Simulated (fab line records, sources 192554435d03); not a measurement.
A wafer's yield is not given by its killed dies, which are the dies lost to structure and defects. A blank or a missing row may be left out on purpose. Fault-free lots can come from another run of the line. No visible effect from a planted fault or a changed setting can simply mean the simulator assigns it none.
Struck lot and sound lot, side by side | flow n5_finfet | 15 out of 1938 route steps
Sound: these wafers, L503.3, L503.5, L503.6. Struck: wafer L518.1 (left out: L518.2, a lot-mate that was not struck); the cause follows at the end.
Order at every step that has rows: each side's tool, ch and its chambers, its first start. Under that, the readings that differ: sound wafers | struck wafers | difference of the means | sigmas: that difference in standard deviations of wafers without a fault.
alike: readings whose means differ by less than 2 such deviations, and words and numbers that are the same on both sides. not compared: withheld readings, readings that some wafer has no value for, bounds like >300 that may hide the same value, and numbers for which the record gives no deviation and whose values overlap.
Wherever a step has rows on one side only, a row that says differs or no value, or a row with sigmas, the two part there. Non-overlapping numbers with no deviation appear without sigmas and do not part them. Lack of a reading on every wafer of one side parts them only where that side has two or more wafers.

first, 3 steps without rows for these wafers: N5_BEOL_M15_PRECLEAN_39 (cleans in residue remover, time 60 s); N5_BEOL_M15_SRD_40 (time 30 s, dry time 30 s); N5_BEOL_M15_DEGAS_41 (time 60 s).
N5_BEOL_M15_PRE_CLEAN_42: time 30 s.
  sound on pvd_sputter-02 at day 11 06:03; struck on pvd_sputter-02 at day 15 15:20
  alike: heater_power_w
N5_BEOL_M15_SPUTTER_43: material TaN, target thk 15 nm, time 24.19 s.
  sound on pvd_sputter-02 at day 11 06:05; struck on pvd_sputter-02 at day 15 15:22
  alike: throttle_valve_pct
N5_BEOL_M15_SPUTTER_44: material Ta, target thk 15 nm, time 24.19 s.
  sound on pvd_sputter-02 at day 11 06:10; struck on pvd_sputter-02 at day 15 15:27
  alike: throttle_valve_pct
then, 2 steps without rows for these wafers: N5_BEOL_M15_SPUTTER_45 (material Cu, target thk 100 nm, time 16.67 s); N5_BEOL_M15_ECD_47 (material Cu, target thk 1860 nm).
N5_BEOL_M15_ANNEAL_48: time 90 s.
  sound on rtp_anneal-02 ch 0, day 11 06:42; struck on rtp_anneal-02 ch 0, day 15 16:00
  alike: wafer_temp_C_max
N5_BEOL_M15_CMP_49: polishes, stops on SiO2, t overpolish 4.9 s, target thk 850 nm.
  sound on cmp-04 ch 0,1,3, day 11 06:59; struck on cmp-01 ch 1, day 15 16:22
  reading             | sound       | struck | difference | sigmas
  motor_current_A (A) | 8.1 8.5 8.1 | 9.7    | +1.5       | +2
  alike: barrier_field_endpoint_s, clearing_platen_rpm, overpolish_run_s
N5_BEOL_M15_THK_MEAS_50: measures by xrf.
  sound on film_metro-01 at day 11 07:12; struck on film_metro-01 at day 15 16:35
  alike: M15_THK
then, 1 step without rows for these wafers: N5_BEOL_M15_PRE_CLEAN_52 (time 15 s).
N5_BEOL_M15_DEP_53: deposits SiCN from 3MS/NH3, target thk 50 nm, time 17.8 s.
  sound on pecvd-01 ch 0,2, day 11 07:17; struck on pecvd-02 ch 0, day 15 16:39
  reading                                   | sound          | struck | difference | sigmas
  model.SiCN_of_BEOL_M15_DEP_53.thk_nm (nm) | 49.4 48.8 50.4 | 29.4   | -20.1      |
  alike: showerhead_plenum_p_Torr, throttle_valve_pct
N5_BEOL_M15_RS_MEAS_54: the measuring method here is four-point-probe.
  sound on film_metro-01 at day 11 07:22; struck on film_metro-01 at day 15 16:43
  alike: M15_RS
N5_PASSIVATION_PROBE_49:
  sound on prober-02 at day 11 21:19; struck on prober-02 at day 16 06:08
  alike: defect_limited_yield, killed_at_M0_to_M3, killed_at_M4_up, killed_at_contacts, killed_at_front_end, killed_at_other, killed_dies, killed_on_rim, killed_open, killed_short, sort_bin_5_function, sort_bin_6_memory, sort_n_pass, sort_yield_pct

== WHERE THEY PART ==
N5_BEOL_M15_CMP_49 only, going by this record. Later steps at which nothing parts them and some readings are alike: N5_BEOL_M15_THK_MEAS_50, N5_BEOL_M15_DEP_53, N5_BEOL_M15_RS_MEAS_54, N5_PASSIVATION_PROBE_49.

WHY: whatever the simulator had introduced
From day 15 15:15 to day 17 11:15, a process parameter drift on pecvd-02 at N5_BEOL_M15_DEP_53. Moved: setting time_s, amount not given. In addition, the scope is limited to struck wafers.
